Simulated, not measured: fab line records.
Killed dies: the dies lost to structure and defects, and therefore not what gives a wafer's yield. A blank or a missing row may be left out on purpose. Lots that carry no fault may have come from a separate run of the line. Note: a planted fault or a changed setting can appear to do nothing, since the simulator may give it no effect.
fab line records ; flow nandHarc
[record] lots = 6; wafers = 18; lastDay = 33
route steps=1302 shown A_ONON_D1@449 A_CHANNEL_HOLE_D1@450 END@1302
lots untouched by any fault: they come from a run of this same line in which no faults occurred
startH: hours from the record's opening day to when the first of the lot's shown wafers began ; waitH: time in hours since the lot's previous step ; " unchanged from the row above ; L1.1+2: a single row standing in for several wafers ; - either no value or no given start ; * or withheld: withheld ; < > ~ a bound
route shown NAME@n: NAME is a module with steps in the file, n the number in the route of the first one ; usual: the fault-free wafers' mean and standard deviation ; same: alike in all rows ; chamber/n: place in a boat ; sites: per-site readings ; _std_site: the values' standard deviation ; _edge_site: outer sites' mean less inner sites' ; radiusMm: for every site, how far away it sits from the centre of the wafer ; mask NAME#n: copy n ; behind: the last tool/chamber to shape the wafer ; hold: cause of the lot's hold/its duration in hours/its outcome ; device: names the non-switching transistor (n, p or np) ; end of line: the route-end tests of the same wafers ; a step without rows: its recipe alone ; killed: dies that structure and defects cost at the first sort, which is not the same as the wafer's yield ; map: the dies of a wafer, with x for killed, . for not killed, _ for no die there
set.NAME: the setting that was run; set.NAME@STEP: the one run at that earlier step ; model.NAME: the simulator's own value behind a step, which no gauge read
lots at selected steps of the route; one table per step, one row per wafer
services: a tool's chamber out of use, with start hour (startH, from the record's first day; less than 0 if before it), hours out, and reason
[[steps]]
[step NHARC_A_ONON_D1_INSPECT_32]
[usual] rawDefectCount = 68/26
lot.wafer;tool;chamber;startH;waitH;rawDefectCount
L745.1;defectInspect-02;-;182.65;0.0;64
L745.4;defectInspect-02;-;182.65;0.0;58
L745.5;defectInspect-02;-;182.65;0.0;82
L750.1;defectInspect-02;-;219.00;0.0;58
L750.4;defectInspect-02;-;219.00;0.0;46
L750.5;defectInspect-02;-;219.00;0.0;69
L754.2;defectInspect-01;-;262.57;0.0;42
L754.3;defectInspect-01;-;262.57;0.0;36
L754.5;defectInspect-01;-;262.57;0.0;44
L762.1;defectInspect-01;-;352.14;0.0;77
L762.4;defectInspect-01;-;352.14;0.0;71
L762.6;defectInspect-01;-;352.14;0.0;86
L765.2;defectInspect-01;-;372.92;0.0;63
L765.3;defectInspect-01;-;372.92;0.0;72
L765.6;defectInspect-01;-;372.92;0.0;87
L767.1;defectInspect-01;-;402.21;0.0;33
L767.4;defectInspect-01;-;402.21;0.0;44
L767.5;defectInspect-01;-;402.21;0.0;34
[step NHARC_A_CHANNEL_HOLE_D1_DEP_00]
[recipe] targetThkA = 31000; tempC = 400; material = aC
[usual] susceptorTempC = 400.05/0.2; throttleValvePct = 35.000/0.0092
lot.wafer;tool;chamber;startH;waitH;susceptorTempC;throttleValvePct
L745.1;aclDep-03;0;182.71;0.1;400.23;35.009
L745.4;aclDep-03;0;182.71;0.1;400.06;35.022
L745.5;aclDep-03;0;182.71;0.1;400.13;34.991
L750.1;aclDep-02;0;219.07;0.1;-;35.006
L750.4;aclDep-02;0;219.07;0.1;-;35.001
L750.5;aclDep-02;0;219.07;0.1;-;34.989
L754.2;aclDep-02;0;263.01;0.4;400.26;34.999
L754.3;aclDep-02;0;263.01;0.4;400.07;34.992
L754.5;aclDep-02;0;263.01;0.4;400.06;35.000
L762.1;aclDep-02;0;352.21;0.1;-;35.011
L762.4;aclDep-02;0;352.21;0.1;-;34.989
L762.6;aclDep-02;0;352.21;0.1;-;34.996
L765.2;aclDep-02;0;378.12;5.2;399.95;34.997
L765.3;aclDep-02;0;378.12;5.2;400.15;35.009
L765.6;aclDep-02;0;378.12;5.2;400.06;35.002
L767.1;aclDep-01;0;402.28;0.1;-;35.002
L767.4;aclDep-01;0;402.28;0.1;-;35.005
L767.5;aclDep-01;0;402.28;0.1;-;35.000
[step NHARC_A_CHANNEL_HOLE_D1_DEP_01]
[recipe] targetThkA = 1400; targetThkNm = 140; tempC = 400; pressureTorr = 3.5; flowSccm = 200; rfW = 350; material = SiON
[usual] heaterPowerW = 733/110; susceptorTempC = 400.01/0.22
lot.wafer;tool;chamber;startH;waitH;heaterPowerW;susceptorTempC
L745.1;pecvd-03;1;184.70;1.7;643;400.62
L745.5;pecvd-03;2;184.70;1.7;750;400.14
L745.4;pecvd-03;1;184.70;1.7;670;400.18
L750.1;pecvd-02;0;220.97;1.6;622;399.73
L750.4;pecvd-02;0;220.97;1.6;646;399.73
L750.5;pecvd-02;1;220.97;1.6;877;399.54
L754.3;pecvd-01;1;264.64;1.0;767;400.15
L754.2;pecvd-01;2;264.64;1.0;653;399.96
L754.5;pecvd-01;0;264.64;1.0;890;400.17
L762.1;pecvd-01;0;354.18;1.7;787;400.00
L762.4;pecvd-01;1;354.18;1.7;809;399.71
L762.6;pecvd-01;2;354.18;1.7;723;400.06
L765.3;pecvd-02;0;379.73;1.0;631;399.63
L765.2;pecvd-02;2;379.73;1.0;618;400.25
L765.6;pecvd-02;0;379.73;1.0;632;400.16
L767.1;pecvd-01;2;404.25;1.7;633;400.13
L767.5;pecvd-01;1;404.25;1.7;767;399.95
L767.4;pecvd-01;2;404.25;1.7;646;399.90
[step NHARC_A_CHANNEL_HOLE_D1_DEHYDRATE_02]
[recipe] tempC = 150; timeS = 120
[step NHARC_A_CHANNEL_HOLE_D1_HMDS_03]
[recipe] timeS = 30
[step NHARC_A_CHANNEL_HOLE_D1_COAT_36]
[recipe] tempC = 260; timeS = 75
[step NHARC_A_CHANNEL_HOLE_D1_COAT_37]
[recipe] tempC = 225; timeS = 65
[step NHARC_A_CHANNEL_HOLE_D1_COAT_04]
[recipe] spinRpm = 1500; resistThkNm = 90
[step NHARC_A_CHANNEL_HOLE_D1_SOFTBAKE_05]
[recipe] tempC = 105; timeS = 55
[step NHARC_A_CHANNEL_HOLE_D1_EBR_06]
[step NHARC_A_CHANNEL_HOLE_D1_EXPOSE_07]
[recipe] na = 1.35; targetCdNm = 100; sigmaOuter = 0.3; doseMj = 59.65; maskId = HOLE_D1
[step NHARC_A_CHANNEL_HOLE_D1_PEB_08]
[recipe] pebTempC = 100; pebTimeS = 65
[step NHARC_A_CHANNEL_HOLE_D1_DEVELOP_09]
[recipe] developTimeS = 35; devTempC = 23
lot.wafer;tool;chamber;startH;waitH
L745.1+4+5;lithoTrack-01;0;185;-
L750.1+4+5;lithoTrack-06;0;221;-
L754.2+3+5;lithoTrack-01;0;265;-
L762.1+4+6;lithoTrack-01;0;354;-
L765.2+3+6;lithoTrack-01;0;380;-
L767.1+4+5;lithoTrack-06;0;404;-
[step NHARC_A_CHANNEL_HOLE_D1_CD_MEAS_10]
[recipe] targetCdNm = 100; landingEnergyEv = 500
[usual] cdNm = 100.0/0.47
lot.wafer;tool;chamber;startH;waitH;cdNm
L745.1;cdSem-02;0;185.37;-;99.8
L745.4;cdSem-02;0;185.37;-;100.1
L745.5;cdSem-02;0;185.37;-;99.8
L750.1;cdSem-03;0;221.56;-;100.3
L750.4;cdSem-03;0;221.56;-;100.0
L750.5;cdSem-03;0;221.56;-;100.4
L754.2;cdSem-02;0;265.24;-;100.3
L754.3;cdSem-02;0;265.24;-;99.8
L754.5;cdSem-02;0;265.24;-;99.9
L762.1;cdSem-01;0;354.84;-;101.0
L762.4;cdSem-01;0;354.84;-;101.1
L762.6;cdSem-01;0;354.84;-;100.7
L765.2;cdSem-01;0;380.45;-;100.8
L765.3;cdSem-01;0;380.45;-;100.6
L765.6;cdSem-01;0;380.45;-;101.6
L767.1;cdSem-02;0;404.91;-;99.7
L767.4;cdSem-02;0;404.91;-;100.0
L767.5;cdSem-02;0;404.91;-;100.2
[step NHARC_A_CHANNEL_HOLE_D1_OVL_MEAS_11]
[usual] overlayXNm = -0.1/0.73; overlayYNm = 0.0/0.97
lot.wafer;tool;chamber;startH;waitH;overlayXNm;overlayYNm
L745.1;overlay-02;-;185.45;-;-0.9;-0.5
L745.4;overlay-02;-;185.45;-;-0.3;-0.6
L745.5;overlay-02;-;185.45;-;-0.7;-0.3
L750.1;overlay-02;-;221.65;-;-0.8;-0.7
L750.4;overlay-02;-;221.65;-;-0.6;0.5
L750.5;overlay-02;-;221.65;-;-0.5;0.0
L754.2;overlay-01;-;265.32;-;-0.2;3.0
L754.3;overlay-01;-;265.32;-;-0.4;2.4
L754.5;overlay-01;-;265.32;-;0.1;2.2
L762.1;overlay-01;-;354.93;-;-0.3;-0.6
L762.4;overlay-01;-;354.93;-;-0.1;-0.5
L762.6;overlay-01;-;354.93;-;-0.1;-0.4
L765.2;overlay-01;-;380.54;-;-0.2;0.3
L765.3;overlay-01;-;380.54;-;-0.9;0.0
L765.6;overlay-01;-;380.54;-;-1.1;0.2
L767.1;overlay-01;-;405.00;-;0.2;2.2
L767.4;overlay-01;-;405.00;-;-0.2;1.8
L767.5;overlay-01;-;405.00;-;0.3;1.5
[step NHARC_A_CHANNEL_HOLE_D1_INSPECT_12]
[usual] rawDefectCount = 5.3/2.7
lot.wafer;tool;chamber;startH;waitH;rawDefectCount
L745.1;defectInspect-01;-;185.49;0.0;2
L745.4;defectInspect-01;-;185.49;0.0;3
L745.5;defectInspect-01;-;185.49;0.0;9
L750.1;defectInspect-02;-;221.69;0.0;5
L750.4;defectInspect-02;-;221.69;0.0;7
L750.5;defectInspect-02;-;221.69;0.0;4
L754.2;defectInspect-02;-;265.38;0.1;1
L754.3;defectInspect-02;-;265.38;0.1;5
L754.5;defectInspect-02;-;265.38;0.1;8
L762.1;defectInspect-02;-;354.97;0.0;4
L762.4;defectInspect-02;-;354.97;0.0;1
L762.6;defectInspect-02;-;354.97;0.0;7
L765.2;defectInspect-02;-;380.58;0.0;3
L765.3;defectInspect-02;-;380.58;0.0;4
L765.6;defectInspect-02;-;380.58;0.0;4
L767.1;defectInspect-02;-;405.04;0.0;2
L767.4;defectInspect-02;-;405.04;0.0;8
L767.5;defectInspect-02;-;405.04;0.0;5
[step NHARC_A_CHANNEL_HOLE_D1_DESCUM_15]
[recipe] timeS = 3; o2FlowSccm = 200; arFlowSccm = 0; biasPowerW = 0; chemistry = O2
[usual] drypumpMotorCurrentA = 6.06/0.27; o2FlowSccm = 200.0/0.62; oesProductAu = 1.004/0.011; rfVppV = 58.0/0.93; showerheadPlenumPTorr = 1.94/0.09; throttleValvePct = 11.310/0.0088
lot.wafer;tool;chamber;startH;waitH;drypumpMotorCurrentA;o2FlowSccm;oesProductAu;rfHoursCounterH;rfVppV;showerheadPlenumPTorr;throttleValvePct;model.A_CHANNEL_HOLE_D1.cdNm
L745.1;rieDiel-10;1;185.56;0.1;5.93;201.3;0.996;9;58.2;1.94;11.298;99.05
L745.5;rieDiel-10;1;185.56;0.1;5.91;200.0;0.993;-;57.8;1.94;11.314;99.08
L745.4;rieDiel-10;3;185.56;0.1;6.22;199.4;1.005;-;58.0;2.06;11.313;99.65
L750.1;rieDiel-10;2;221.99;0.3;6.32;200.8;1.011;9;57.5;1.80;11.314;100.4
L750.4;rieDiel-10;3;221.99;0.3;6.18;199.5;1.004;13;58.7;2.06;11.306;99.79
L750.5;rieDiel-10;2;221.99;0.3;6.28;202.1;1.017;-;57.7;1.80;11.308;100.6
L754.3;rieDiel-10;2;265.44;0.1;6.30;200.5;1.009;1;59.0;1.80;11.303;99.15
L754.2;rieDiel-10;0;265.44;0.1;6.02;199.8;1.029;1;58.4;2.01;11.310;99.87
L754.5;rieDiel-10;2;265.44;0.1;6.28;199.7;1.013;-;56.5;1.80;11.295;99.6
L762.4;rieDiel-10;1;355.04;0.1;5.94;200.8;1.000;9;57.8;1.93;11.308;101.3
L762.1;rieDiel-10;3;355.04;0.1;6.26;199.9;0.997;9;56.7;2.05;11.301;101.1
L762.6;rieDiel-10;1;355.04;0.1;5.93;199.4;0.998;-;58.4;1.93;11.319;100.1
L765.3;rieDiel-10;2;380.64;0.1;6.29;199.0;1.017;11;57.8;1.80;11.304;100.6
L765.2;rieDiel-10;3;380.64;0.1;6.21;199.5;1.010;12;57.0;2.05;11.315;100.8
L765.6;rieDiel-10;2;380.64;0.1;6.30;200.1;1.017;-;57.2;1.80;11.299;100.9
L767.1;rieDiel-10;2;405.10;0.1;6.30;198.6;1.006;14;56.8;1.80;11.301;99.65
L767.4;rieDiel-10;3;405.10;0.1;6.22;200.0;1.008;14;59.6;2.05;11.315;99.67
L767.5;rieDiel-10;2;405.10;0.1;6.26;199.4;1.020;-;59.6;1.80;11.312;100.2
[step NHARC_A_CHANNEL_HOLE_D1_ETCH_38]
[recipe] targetDepthA = 390; overEtchFrac = 0.3; timeS = 65; ionEnergyEv = 80; cf4FlowSccm = 150; arFlowSccm = 0; rfW = 300; biasW = 100; chemistry = CF4
[usual] biasW = 99.98/0.28; drypumpMotorCurrentA = 6.05/0.28; oesProductAu = 1.003/0.012; rfVppV = 151.6/1.3; showerheadPlenumPTorr = 1.80/0.077; throttleValvePct = 13.284/0.0084
lot.wafer;tool;chamber;startH;waitH;biasW;drypumpMotorCurrentA;oesProductAu;rfHoursCounterH;rfVppV;showerheadPlenumPTorr;throttleValvePct;model.A_CHANNEL_HOLE_D1.cdNm
L745.1;rieDiel-10;0;185.66;0.1;100.12;6.05;0.995;9;151.8;1.85;13.282;99.04
L745.5;rieDiel-10;3;185.66;0.1;99.87;6.20;0.999;-;152.8;1.89;13.278;99.15
L745.4;rieDiel-10;0;185.66;0.1;99.74;6.00;0.998;-;150.2;1.85;13.279;99.48
L750.4;rieDiel-10;2;222.06;0.1;100.24;6.28;1.012;9;150.3;1.67;13.286;99.72
L750.1;rieDiel-10;0;222.06;0.1;100.09;6.01;1.009;12;151.5;1.85;13.281;100.2
L750.5;rieDiel-10;2;222.06;0.1;100.41;6.26;1.010;-;149.0;1.67;13.283;100.7
L754.2;rieDiel-10;0;265.53;0.1;99.82;5.99;1.029;1;150.5;1.85;13.274;99.66
L754.3;rieDiel-10;2;265.53;0.1;100.17;6.30;1.025;1;149.1;1.67;13.285;99.14
L754.5;rieDiel-10;0;265.53;0.1;100.37;6.00;1.022;-;152.8;1.85;13.269;99.25
L762.1;rieDiel-10;0;355.11;0.1;100.03;5.97;1.003;10;152.0;1.85;13.268;100.7
L762.4;rieDiel-10;2;355.11;0.1;100.19;6.28;1.011;9;149.7;1.67;13.280;101.5
L762.6;rieDiel-10;1;355.11;0.1;100.05;5.91;0.996;-;152.0;1.79;13.275;100.2
L765.3;rieDiel-10;3;380.74;0.1;100.06;6.23;1.013;12;151.5;1.89;13.266;100.4
L765.2;rieDiel-10;0;380.74;0.1;99.74;6.01;1.019;13;152.6;1.85;13.285;100
L765.6;rieDiel-10;2;380.74;0.1;99.72;6.26;1.012;-;150.0;1.67;13.291;100.5
L767.1;rieDiel-10;0;405.20;0.1;100.08;5.97;1.018;15;152.8;1.85;13.273;99.15
L767.4;rieDiel-10;1;405.20;0.1;100.10;5.97;1.005;15;150.4;1.78;13.303;99.5
L767.5;rieDiel-10;2;405.20;0.1;100.51;6.27;1.010;-;151.0;1.67;13.276;100.2
[step NHARC_A_CHANNEL_HOLE_D1_ETCH_39]
[recipe] targetDepthA = 2600; overEtchFrac = 0.3; timeS = 325; ionEnergyEv = 200; n2FlowSccm = 150; h2FlowSccm = 150; arFlowSccm = 0; rfW = 400; biasW = 150; chemistry = N2/H2
[usual] biasW = 150.0/0.41; drypumpMotorCurrentA = 6.06/0.27; n2FlowSccm = 150.0/0.47; oesProductAu = 1.005/0.011; rfVppV = 431.4/2.9; showerheadPlenumPTorr = 2.08/0.1; throttleValvePct = 14.171/0.0088
lot.wafer;tool;chamber;startH;waitH;biasW;drypumpMotorCurrentA;n2FlowSccm;oesProductAu;rfHoursCounterH;rfVppV;showerheadPlenumPTorr;throttleValvePct
L745.1;rieDiel-10;0;-;-;150.3;6.01;149.8;0.996;9;432.9;2.15;14.183
L745.5;rieDiel-10;3;-;-;150.4;6.23;149.7;1.007;-;435.0;2.20;14.181
L745.4;rieDiel-10;0;-;-;149.6;6.00;150.0;1.017;-;434.2;2.15;14.175
L750.4;rieDiel-10;3;-;-;150.1;6.18;150.2;1.002;13;434.4;2.20;14.162
L750.1;rieDiel-10;2;-;-;149.1;6.31;150.5;1.006;10;427.8;1.92;14.171
L750.5;rieDiel-10;3;-;-;150.1;6.24;149.8;1.003;-;435.2;2.20;14.161
L754.2;rieDiel-10;2;-;-;149.7;6.31;149.0;1.022;1;427.4;1.92;14.157
L754.3;rieDiel-10;3;-;-;150.5;6.25;150.4;1.009;1;435.1;2.20;14.173
L754.5;rieDiel-10;3;-;-;150.1;6.24;150.3;1.010;-;434.1;2.20;14.158
L762.4;rieDiel-10;3;-;-;149.9;6.23;150.1;0.989;10;435.2;2.19;14.166
L762.1;rieDiel-10;1;-;-;150.1;5.96;150.5;1.000;9;431.7;2.06;14.176
L762.6;rieDiel-10;2;-;-;150.1;6.29;149.7;1.016;-;426.2;1.92;14.175
L765.2;rieDiel-10;2;-;-;150.5;6.29;150.8;1.005;11;426.9;1.91;14.178
L765.3;rieDiel-10;3;-;-;149.6;6.24;150.0;0.996;12;433.7;2.19;14.173
L765.6;rieDiel-10;2;-;-;150.6;6.28;150.3;1.018;-;427.6;1.91;14.155
L767.1;rieDiel-10;1;-;-;149.8;6.01;149.6;0.992;15;431.5;2.06;14.185
L767.4;rieDiel-10;3;-;-;149.1;6.23;150.5;1.003;14;434.8;2.19;14.151
L767.5;rieDiel-10;2;-;-;150.0;6.25;149.1;1.004;-;426.4;1.91;14.187
[step NHARC_END_SORT_01]
[recipe] tempC = 25
[usual] killedAtArray = 61/20; killedAtOther = 0.9/1.1; killedAtPeriphery = 3.7/2.5; killedDies = 65/21; killedOpen = 3.3/1.8; killedShort = 2.3/1.5
[same] grossDies = 677
lot.wafer;tool;chamber;startH;waitH;killedAtArray;killedAtOther;killedAtPeriphery;killedDies;killedOpen;killedShort
L745.1;prober-02;0;564.48;2.5;48;2;1;51;4;2
L745.4;prober-02;0;566.90;3.4;47;1;0;48;2;4
L745.5;prober-02;0;567.70;3.7;41;0;0;41;2;1
L767.1;prober-01;0;788.21;2.5;59;0;3;62;4;1
L767.4;prober-01;0;790.64;3.4;77;0;4;81;2;3
L767.5;prober-01;0;791.45;3.7;81;0;4;85;2;1
// killed by level:class
L745.1 A_CHANNEL_HOLE_D2:chamberFilmFlake=36 A_CHANNEL_HOLE_D1:chamberFilmFlake=2 A_CONTACT:unspecified=2 P_CONTACT:geometricParticle:open=1 A_ONON_D1:geometricParticle:open=1 A_SGD_CUT:geometricParticle:short=1 A_CONTACT:geometricParticle:open=1 A_M0:geometricParticle:open=1
L745.4 A_CHANNEL_HOLE_D2:chamberFilmFlake=33 A_CHANNEL_HOLE_D1:chamberFilmFlake=3 A_CHANNEL_FILL_D2:geometricParticle:short=2 A_CONTACT:chamberFilmFlake=2 A_ONON_D1:geometricParticle:open=1 A_ONON_D1:geometricParticle:short=1 A_CHANNEL_FILL_D2:geometricParticle:open=1 A_SGD_CUT:geometricParticle:short=1
L745.5 A_CHANNEL_HOLE_D2:chamberFilmFlake=32 A_CONTACT:chamberFilmFlake=2 A_DECK1_JOINT:geometricParticle:short=1 A_ONON_D2:geometricParticle:open=1 A_M1:geometricParticle:open=1 A_ZERO_WELL:chamberFilmFlake=1 A_CHANNEL_FILL_D1:chamberFilmFlake=1 A_STAIRCASE:chamberFilmFlake=1
L767.1 A_CHANNEL_HOLE_D2:chamberFilmFlake=21 A_CHANNEL_HOLE_D1:chamberFilmFlake=15 A_SLIT:chamberFilmFlake=13 A_CONTACT:chamberFilmFlake=4 P_GATE:chamberFilmFlake=2 A_ONON_D1:geometricParticle:open=1 A_ONON_D2:geometricParticle:short=1 A_ONON_D2:geometricParticle:open=1
L767.4 A_SLIT:chamberFilmFlake=22 A_CHANNEL_HOLE_D2:chamberFilmFlake=19 A_CHANNEL_HOLE_D1:chamberFilmFlake=14 A_CONTACT:chamberFilmFlake=7 A_STAIRCASE:chamberFilmFlake=4 P_GATE:chamberFilmFlake=3 A_WL_FILL:chamberFilmFlake=3 A_STAIRCASE:geometricParticle:short=2
L767.5 A_SLIT:chamberFilmFlake=31 A_CHANNEL_HOLE_D2:chamberFilmFlake=22 A_CONTACT:chamberFilmFlake=9 A_STAIRCASE:chamberFilmFlake=6 A_CHANNEL_HOLE_D1:chamberFilmFlake=4 A_DECK1_JOINT:chamberFilmFlake=4 A_CHANNEL_FILL_D2:chamberFilmFlake=2 P_M2:geometricParticle:open=1
[[services]]
tool;chamber;startH;hours;kind
rieDiel-10;0;172.98;-;clean
rieDiel-10;1;172.98;-;clean
rieDiel-10;2;172.98;-;clean
lithoTrack-06;-;179.00;7.0;pm
rieDiel-10;2;183.50;8.9;repair
pecvd-03;-;185.00;13.0;pm
aclDep-01;-;187.02;13.0;pm
rieDiel-10;2;201.88;16.8;repair
pecvd-03;2;219.19;21.8;repair
pecvd-02;-;227.10;13.0;pm
pecvd-03;1;242.05;5.3;repair
rieDiel-10;-;242.74;9.0;pm
aclDep-02;-;245.91;13.0;pm
pecvd-03;2;254.74;8.9;repair
pecvd-02;-;280.28;0.9;repair
aclDep-03;-;301.27;13.0;pm
pecvd-01;-;311.48;13.0;pm
rieDiel-10;3;313.12;1.3;repair
lithoTrack-01;-;330.00;7.0;pm
lithoTrack-06;-;354.00;7.0;pm
pecvd-03;-;366.08;13.0;pm
aclDep-01;-;371.57;13.0;pm
rieDiel-10;2;393.87;4.1;repair
pecvd-01;-;399.00;1.0;repair
[[key]]
[firstSign] step = NHARC_A_CHANNEL_HOLE_D1_CD_MEAS_10; reading = cdNm; direction = up; sigmas = 2; usual = 100.0; struck = 101.0
effect none on later readings
[modelEffect] step = NHARC_A_CHANNEL_HOLE_D1_DESCUM_15; value = A_CHANNEL_HOLE_D1.cdNm; without = 99.86; struck = 100.8
[modelEffect] step = NHARC_A_CHANNEL_HOLE_D1_ETCH_38; value = A_CHANNEL_HOLE_D1.cdNm; without = 99.61; struck = 100.6
metAt NHARC_A_CHANNEL_HOLE_D1_DEVELOP_09
struckWafers L762.1,L762.4,L762.6,L765.2,L765.3,L765.6
testerLeftOut L762,L765
onsetBetween 265 354
alsoFits NHARC_A_CHANNEL_HOLE_D1_DEP_00:aclDep-02
[fault] kind = processParameterDrift; tool = lithoTrack-01; chamber = -; onsetH = 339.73; steps = NHARC_A_CHANNEL_HOLE_D1_DEVELOP_09; channel = developTimeS; offset = *; shape = step; endH = 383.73; actsIn = *; stated = *
// testerLeftOut: of these lots the tester's yield and bins aren't shown, on N5 and GAA mostly nor the transistor test; their killed dies are dies lost to structure and defects alone, not to doping, threshold or leakage, so they don't give the yield
